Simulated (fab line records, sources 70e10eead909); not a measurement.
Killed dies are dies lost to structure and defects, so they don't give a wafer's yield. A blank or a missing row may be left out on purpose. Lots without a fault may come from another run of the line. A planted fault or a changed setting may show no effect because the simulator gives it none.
Tool commonality check | flow nand_harc | 11 lots, 33 wafers sampled

WHY IT WAS OPENED
At NHARC_A_CHANNEL_HOLE_D1_INSPECT_40 the reading raw_defect_count is flagged on 2 of 11 lots. Wafers without a fault read 63, standard deviation 19.
Rule: a lot is flagged when every wafer of it that has a number lies more than 4 standard deviations from that mean, or none has a number. The other lots count as sound.

lot  | measured     | on                | raw_defect_count, wafer by wafer | flag
L665 | day 8 10:15  | defect_inspect-02 | 63 35 59                         |
L666 | day 9 02:55  | defect_inspect-01 | 65 64 64                         |
L669 | day 9 08:46  | defect_inspect-01 | 47 46 84                         |
L668 | day 9 12:53  | defect_inspect-01 | 46 49 61                         |
L671 | day 10 03:41 | defect_inspect-02 | 66 71 80                         |
L677 | day 11 17:16 | defect_inspect-02 | 76 86 82                         |
L678 | day 12 08:17 | defect_inspect-02 | 64 58 58                         |
L682 | day 13 00:03 | defect_inspect-01 | 54 63 71                         |
L683 | day 13 01:02 | defect_inspect-02 | 1122 1220 1152                   | FLAGGED
L684 | day 13 04:05 | defect_inspect-02 | 62 68 64                         |
L685 | day 13 13:23 | defect_inspect-01 | 1157 1158 1174                   | FLAGGED
The numbers of the flagged lots are 1164 on average: +1101 against the usual, or +58 standard deviations.

WHICH TOOL RAN EACH LOT
The record holds 2 process steps before the reading, out of a route of 1159 steps. In each cell: the tool, then ch and the chambers that the sampled wafers went through, then the start.
lot  | flag    | NHARC_A_CHANNEL_HOLE_D1_DESCUM_15  | NHARC_A_CHANNEL_HOLE_D1_ETCH_20
L665 |         | rie_diel-02 ch 0,1, day 8 03:22    | har_etch-01 ch 0,1, day 8 04:40
L666 |         | rie_diel-10 ch 0,2,3, day 8 20:03  | har_etch-01 ch 0,1, day 8 21:26
L669 |         | rie_diel-01 ch 0,3, day 9 01:52    | har_etch-02 ch 0,1, day 9 03:16
L668 |         | rie_diel-10 ch 0,1,3, day 9 02:32  | har_etch-02 ch 0,1, day 9 07:19
L671 |         | rie_diel-10 ch 0,2,3, day 9 20:48  | har_etch-01 ch 0,1, day 9 22:11
L677 |         | rie_diel-10 ch 0,1,2, day 11 10:14 | har_etch-01 ch 1, day 11 11:35
L678 |         | rie_diel-01 ch 1,2, day 12 01:14   | har_etch-02 ch 0,1, day 12 02:31
L682 |         | rie_diel-10 ch 1,2,3, day 12 17:01 | har_etch-02 ch 0,1, day 12 18:18
L683 | FLAGGED | rie_diel-01 ch 0,1,3, day 12 18:09 | har_etch-01 ch 0,1, day 12 19:30
L684 |         | rie_diel-02 ch 0,1, day 12 18:39   | har_etch-02 ch 0,1, day 12 22:28
L685 | FLAGGED | rie_diel-10 ch 0,1,3, day 13 06:32 | har_etch-01 ch 0,1, day 13 07:52
What these steps do:
- NHARC_A_CHANNEL_HOLE_D1_DESCUM_15: chemistry O2, time 3 s.
- NHARC_A_CHANNEL_HOLE_D1_ETCH_20: etches the open film in C4F8/O2/Ar, time 361.9 s, target depth 1600 nm.
- NHARC_A_CHANNEL_HOLE_D1_INSPECT_40

FLAGGED OVER TOTAL, TOOL BY TOOL (the gauges that took the reading come last)
step                               | tool              | lots run | flagged | share of the flagged lots | sound lots run after its first flagged lot
NHARC_A_CHANNEL_HOLE_D1_DESCUM_15  | rie_diel-01       | 3        | 1       | some                      | 0
NHARC_A_CHANNEL_HOLE_D1_DESCUM_15  | rie_diel-02       | 2        | 0       | none                      | -
NHARC_A_CHANNEL_HOLE_D1_DESCUM_15  | rie_diel-10       | 6        | 1       | some                      | 0
NHARC_A_CHANNEL_HOLE_D1_ETCH_20    | har_etch-01       | 6        | 2       | all                       | 0
NHARC_A_CHANNEL_HOLE_D1_ETCH_20    | har_etch-02       | 5        | 0       | none                      | -
NHARC_A_CHANNEL_HOLE_D1_INSPECT_40 | defect_inspect-01 | 5        | 1       | some                      | 0
NHARC_A_CHANNEL_HOLE_D1_INSPECT_40 | defect_inspect-02 | 6        | 1       | some                      | 1 (L684)

WHAT THE TABLE ALLOWS
1 row of the table ran every flagged lot: har_etch-01 at NHARC_A_CHANNEL_HOLE_D1_ETCH_20.
- har_etch-01 at NHARC_A_CHANNEL_HOLE_D1_ETCH_20: 2 of its 6 lots flagged. Its last sound lot is L677 (day 11 11:35), its first flagged lot L683 (day 12 19:30): a fault that began between those two fits.
One tool is left: har_etch-01 at NHARC_A_CHANNEL_HOLE_D1_ETCH_20.

WHAT THE SIMULATOR HAD PUT IN
Chamber particle source: har_etch-01, from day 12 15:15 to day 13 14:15, at NHARC_A_CHANNEL_HOLE_D1_ETCH_20. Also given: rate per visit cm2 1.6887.
Lots struck among those shown: L683, L685. The rule above found the same.
